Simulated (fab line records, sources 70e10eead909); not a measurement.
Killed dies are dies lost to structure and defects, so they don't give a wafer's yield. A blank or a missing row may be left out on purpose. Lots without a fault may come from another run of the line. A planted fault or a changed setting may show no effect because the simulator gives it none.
fab line records | flow nand_harc
record lots=13 wafers=39 last_day=25
route steps=1159 shown A_SLIT@797 A_WL_FILL@809
lots that met no fault: from a run of the same line without faults
start_h: hours from the record's first day to the start of the lot's first wafer shown | wait_h: hours since the lot's step before | " the same as in the row above | L1.1+2: a row that stands for several wafers | - no value, or no start given | * or withheld: withheld | < > ~ a bound
route shown NAME@n: a module of which the file shows steps, and the number in the route of the first | usual: mean/standard deviation of fault-free wafers | same: alike in all rows | chamber/n: place in a boat | sites: the reading at each site | _std_site: their standard deviation | _edge_site: outer sites' mean less inner sites' | radius_mm: how far each site lies from the wafer's centre | mask NAME#n: copy n | behind: the tool/chamber that last shaped the wafer | hold: why the lot was held/for how many hours/how that ended | device: the transistor (n, p or np) that didn't switch | end of line: the same wafers' tests at the end of the route | a step without rows: its recipe alone | killed: dies lost to structure and defects at the first sort, not the wafer's yield | map: a wafer's dies, x killed, . not, _ none there
set.NAME: the setting as run; set.NAME@STEP: as run at that earlier step | model.NAME: the simulator's own value behind a step, which no gauge read
steps of the route over a sample of lots; a table a step, a row a wafer
services: from which hour (start_h, from the record's first day; less than 0 if before it) a tool's chamber was out of use, for how many hours, and why
## steps
# step NHARC_A_SLIT_ETCH_26
# recipe bias_v=400 source_w=2000 pressure_mtorr=25 time_s=90 ar_flow_sccm=375 c4f8_flow_sccm=41.7 o2_flow_sccm=83.3 target_depth_a=4000 chemistry=C4F8/O2/Ar
# usual drypump_motor_current_A=5.8/0.52 he_backside_leak_sccm=5.6/0.62 showerhead_plenum_p_Torr=3.75/0.074 throttle_valve_pct=27.619/0.0091
# columns lot.wafer tool chamber start_h wait_h drypump_motor_current_A he_backside_leak_sccm rf_hours_counter_h showerhead_plenum_p_Torr throttle_valve_pct
L965.2 har_etch-01 0 327.01 1.3 5.5 4.8 1 3.83 27.612
L965.1 " 1 " " 6.6 5.1 1 3.83 27.614
L965.5 " 1 " " 6.6 5.1 - 3.83 27.626
L966.1 har_etch-02 0 328.54 1.0 5.8 6.2 172 3.78 27.621
L966.4 " 1 " " 5.2 5.6 - 3.65 27.632
L966.6 " 0 " " 5.9 6.1 - 3.78 27.609
L970.1 har_etch-02 1 344.15 1.2 5.2 5.7 179 3.65 27.629
L970.4 " 1 " " 5.2 5.7 - 3.65 27.628
L970.5 " 1 " " 5.2 5.7 - 3.65 27.623
L969.1 har_etch-01 1 344.33 1.0 6.6 5.3 12 3.83 27.631
L969.4 " 0 " " 5.5 5.1 - 3.83 27.620
L969.3 " 1 " " 6.6 5.2 - 3.83 27.630
L972.1 har_etch-01 1 362.62 1.0 6.6 5.0 18 3.82 27.604
L972.3 " 1 " " 6.6 5.2 - 3.82 27.619
L972.6 " 0 " " 5.5 4.8 - 3.82 27.614
L976.1 har_etch-02 1 377.61 1.3 5.2 5.7 195 3.64 27.628
L976.4 " 0 " " 5.8 6.3 - 3.76 27.611
L976.5 " 0 " " 5.9 6.4 - 3.76 27.623
L979.1 har_etch-01 1 398.68 1.0 6.6 5.5 38 3.81 27.634
L979.3 " 0 " " 5.5 4.4 - 3.81 27.618
L979.5 " 1 " " 6.6 5.3 - 3.81 27.619
L978.1 har_etch-02 0 399.55 1.2 5.9 6.0 206 3.76 27.614
L978.6 " 0 " " 5.8 6.1 - 3.76 27.609
L978.5 " 1 " " 5.2 5.8 - 3.63 27.629
L981.1 har_etch-01 1 438.33 1.0 6.6 5.2 53 3.80 27.625
L981.3 " 0 " " 5.5 5.0 - 3.80 27.610
L981.6 " 1 " " 6.6 5.2 - 3.80 27.604
L983.1 har_etch-02 0 438.79 1.2 5.8 6.1 220 3.75 27.627
L983.2 " 1 " " 5.2 5.9 220 3.63 27.632
L983.3 " 0 " " 5.8 6.4 - 3.75 27.624
L984.2 har_etch-01 1 439.96 1.2 6.6 5.4 54 3.80 27.616
L984.3 " 1 " " 6.6 5.1 - 3.80 27.629
L984.6 " 0 " " 5.5 4.8 - 3.80 27.623
L988.3 har_etch-02 0 447.38 0.8 5.8 6.2 - 3.75 27.600
L988.4 " 1 " " 5.2 6.1 - 3.62 27.603
L988.6 " 1 " " 5.2 6.2 - 3.62 27.631
L987.1 har_etch-01 0 448.03 1.2 5.5 5.1 59 3.80 27.625
L987.2 " 1 " " 6.6 5.0 59 3.80 27.607
L987.3 " 0 " " 5.5 5.0 - 3.80 27.624
# step NHARC_A_SLIT_CD_MEAS_21
# usual cd_nm=289.8/0.83
# columns lot.wafer tool chamber start_h wait_h cd_nm
L965.1 cd_sem-01 - 328.16 - 289.3
L965.2 " - " " 290.2
L965.5 " - " " 289.5
L966.1 cd_sem-02 - 329.65 - 289.3
L966.4 " - " " 288.9
L966.6 " - " " 289.6
L970.1 cd_sem-03 - 345.30 - 290.8
L970.4 " - " " 291.5
L970.5 " - " " 290.6
L969.1 cd_sem-02 - 345.47 - 290.2
L969.3 " - " " 289.4
L969.4 " - " " 290.5
L972.1 cd_sem-03 - 363.73 - 289.8
L972.3 " - " " 290.0
L972.6 " - " " 289.8
L976.1 cd_sem-03 - 379.09 - 291.3
L976.4 " - " " 288.8
L976.5 " - " " 289.3
L979.1 cd_sem-02 - 399.81 - 290.6
L979.3 " - " " 290.4
L979.5 " - " " 289.6
L978.1 cd_sem-01 - 400.71 - 290.6
L978.5 " - " " 290.2
L978.6 " - " " 289.9
L981.1 cd_sem-02 - 439.46 - 287.7
L981.3 " - " " 288.6
L981.6 " - " " 288.9
L983.1 cd_sem-02 - 439.95 - 288.3
L983.2 " - " " 288.8
L983.3 " - " " 289.2
L984.2 cd_sem-03 - 441.11 - 290.0
L984.3 " - " " 290.5
L984.6 " - " " 290.5
L988.3 cd_sem-03 - 448.54 - 289.2
L988.4 " - " " 289.1
L988.6 " - " " 289.5
L987.1 cd_sem-03 - 449.18 - 289.8
L987.2 " - " " 289.9
L987.3 " - " " 290.6
# step NHARC_A_WL_FILL_ALD_00
# recipe target_thk_a=30 pulse_time_s=3 ald_cycles=30 temp_c=300 material=Al2O3
# usual heater_power_w=472/59 precursor_pulse_height_rel=1.003/0.021
# columns lot.wafer tool chamber start_h wait_h heater_power_w precursor_pulse_height_rel
L966.1 ald_hk-01 1 335.94 0.1 444 0.967
L966.4 " 3 " " 432 1.036
L966.6 " 0 " " 454 1.015
L965.1 ald_hk-02 3 335.96 0.1 443 0.986
L965.2 " 0 " " 460 1.039
L965.5 " 2 " " 393 1.034
L970.4 ald_hk-04 0 353.00 0.1 518 1.016
L970.1 " 3 " " 471 0.992
L970.5 " 1 " " 453 0.984
L969.4 ald_hk-02 1 353.04 0.1 562 1.034
L969.3 " 2 " " 384 1.006
L969.1 " 3 " " 436 0.987
L972.1 ald_hk-02 2 373.79 2.4 385 0.996
L972.3 " 0 " " 456 0.982
L972.6 " 2 " " 392 1.017
L976.1 ald_hk-02 1 384.75 0.2 572 1.020
L976.4 " 3 " " 442 0.997
L976.5 " 2 " " 385 1.008
L979.3 ald_hk-04 1 407.74 0.1 486 0.994
L979.1 " 2 " " 529 0.994
L979.5 " 3 " " 463 0.996
L978.1 ald_hk-02 0 407.74 0.1 463 0.960
L978.6 " 2 " " 371 0.989
L978.5 " 3 " " 444 0.998
L981.3 ald_hk-02 2 445.94 0.4 394 1.009
L981.1 " 0 " " 471 1.030
L981.6 " 2 " " 393 1.003
L983.2 ald_hk-02 3 446.10 0.5 446 0.972
L983.3 " 0 " " 473 1.024
L983.1 " 2 " " 376 0.964
L984.2 ald_hk-01 0 449.41 0.1 437 0.992
L984.3 " 1 " " 472 0.990
L984.6 " 0 " " 435 1.018
L987.1 ald_hk-01 0 454.49 0.1 421 0.990
L987.3 " 1 " " 485 1.009
L987.2 " 3 " " 479 0.981
L988.4 ald_hk-04 1 454.54 0.1 480 0.959
L988.3 " 2 " " 528 0.995
L988.6 " 1 " " 476 0.999
# step NHARC_A_WL_FILL_ETCHBACK_04
# recipe target_depth_a=600 time_s=120 chemistry=NF3
# usual drypump_motor_current_A=5.9/0.38 he_backside_leak_sccm=3.38/0.19 oes_product_au=0.998/0.012 run_length_s=141.7/0.47
# columns lot.wafer tool chamber start_h wait_h drypump_motor_current_A he_backside_leak_sccm oes_product_au rf_hours_counter_h run_length_s
L965.2 rie_metal-03 0 340.15 2.8 5.9 3.63 1.001 1.6 141.9
L965.1 " 1 " " 5.5 3.11 1.014 1.6 141.3
L965.5 " 0 " " 5.9 3.60 1.004 - 141.9
L966.1 rie_metal-02 0 340.82 2.9 5.9 3.29 1.017 3.8 141.5
L966.4 " 1 " " 6.3 3.21 0.990 - 142.1
L966.6 " 0 " " 5.9 3.33 1.003 - 141.5
L970.1 rie_metal-03 1 360.70 2.4 5.5 3.33 1.017 2.3 141.2
L970.4 " 0 " " 5.9 3.57 0.991 - 141.8
L970.5 " 0 " " 5.9 3.52 0.998 - 141.8
L969.1 rie_metal-02 1 360.76 2.8 6.2 3.24 0.992 4.4 142.0
L969.4 " 1 " " 6.2 3.41 0.992 - 142.3
L969.3 " 0 " " 5.9 3.34 1.002 - 142.0
L972.1 rie_metal-02 1 380.52 2.8 6.2 3.28 0.978 4.9 142.3
L972.3 " 1 " " 6.2 3.28 0.983 - 142.5
L972.6 " 0 " " 5.9 3.22 1.005 - 141.7
L976.1 rie_metal-02 1 398.14 2.4 6.3 3.28 0.980 0.0 142.1
L976.4 " 1 " " 6.2 4.59 0.997 - 142.0
L976.5 " 1 " " 6.2 3.35 0.994 - 142.4
L979.1 rie_metal-02 0 411.96 2.9 5.9 3.31 1.022 0.5 141.9
L979.3 " 1 " " 6.3 3.15 1.000 - 142.1
L979.5 " 0 " " 5.9 3.36 1.012 - 141.4
L978.1 rie_metal-03 1 412.14 2.4 5.5 3.25 1.015 4.4 141.1
L978.5 " 0 " " 5.9 3.56 0.991 - 142.5
L978.6 " 1 " " 5.5 3.52 1.012 - 141.4
L981.1 rie_metal-01 0 452.69 2.9 5.3 3.19 0.993 2.9 141.7
L981.3 " 0 " " 5.3 3.22 0.987 - 141.9
L981.6 " 1 " " 6.4 3.35 0.995 - 140.8
L983.1 rie_metal-02 0 453.28 2.4 5.9 3.33 1.019 1.7 142.1
L983.2 " 1 " " 6.2 3.34 0.979 1.3 138.2
L983.3 " 1 " " 6.3 3.33 0.981 - 138.2
L984.2 rie_metal-02 1 456.86 2.4 6.3 3.28 0.983 1.5 138.3
L984.3 " 1 " " 6.2 3.24 0.989 - 138.5
L984.6 " 1 " " 6.3 3.27 0.995 - 142.2
L987.2 rie_metal-02 1 460.12 2.9 6.2 3.23 0.984 1.7 138.0
L987.1 " 0 " " 5.9 3.39 1.021 2.2 141.7
L987.3 " 0 " " 5.9 3.30 1.018 - 137.5
L988.4 rie_metal-03 0 462.64 1.5 5.9 3.65 0.994 - 142.2
L988.3 " 1 " " 5.5 3.34 1.016 - 141.2
L988.6 " 1 " " 5.5 3.30 1.012 - 141.0
## services
# columns tool chamber start_h hours kind
har_etch-01 - 307.25 17.0 pm
har_etch-01 0 307.25 17.0 vent_cycle
har_etch-01 1 307.25 17.0 vent_cycle
har_etch-01 0 324.25 - clean
har_etch-01 0 324.25 - consumable_replace:focus_ring
har_etch-01 1 324.25 - clean
har_etch-01 1 324.25 - consumable_replace:focus_ring
har_etch-02 - 328.77 1.5 repair
rie_metal-03 - 329.74 0.4 repair
rie_metal-01 - 332.00 9.0 pm
rie_metal-02 - 388.00 9.0 pm
rie_metal-02 0 388.00 9.0 vent_cycle
rie_metal-02 1 388.00 9.0 vent_cycle
rie_metal-02 0 397.00 - clean
rie_metal-02 1 397.00 - clean
rie_metal-03 0 399.80 1.7 repair
rie_metal-02 0 401.45 5.2 repair
rie_metal-01 - 402.68 0.4 repair
rie_metal-02 1 415.08 20.2 repair
rie_metal-03 - 453.00 9.0 pm
rie_metal-03 0 453.00 9.0 vent_cycle
rie_metal-03 1 453.00 9.0 vent_cycle
ald_hk-02 1 459.63 10.0 vent_cycle
ald_hk-02 2 459.63 10.0 vent_cycle
## key
first_sign step=NHARC_A_WL_FILL_ETCHBACK_04 reading=run_length_s direction=down sigmas=7.6 usual=* struck=*
effect none on later readings
met_at NHARC_A_WL_FILL_ETCHBACK_04
struck_lots L983,L984,L987
struck_wafers L983.2,L983.3,L984.2,L984.3,L987.2,L987.3
tester_left_out L983,L984,L987
not_acting_at NHARC_A_SLIT_ETCH_26,NHARC_A_SLIT_CD_MEAS_21,NHARC_A_WL_FILL_ALD_00
onset_between 411.96 453.28
fault kind=process_parameter_drift tool=rie_metal-02 chamber=- onset_h=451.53 steps=NHARC_A_WL_FILL_ETCHBACK_04 channel=time_s offset=* shape=step end_h=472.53 scope=struck_wafers_only acts_in=* stated=*
# tester_left_out: of these lots the tester's yield and bins aren't shown, on N5 and GAA mostly nor the transistor test; their killed dies are dies lost to structure and defects alone, not to doping, threshold or leakage, so they don't give the yield
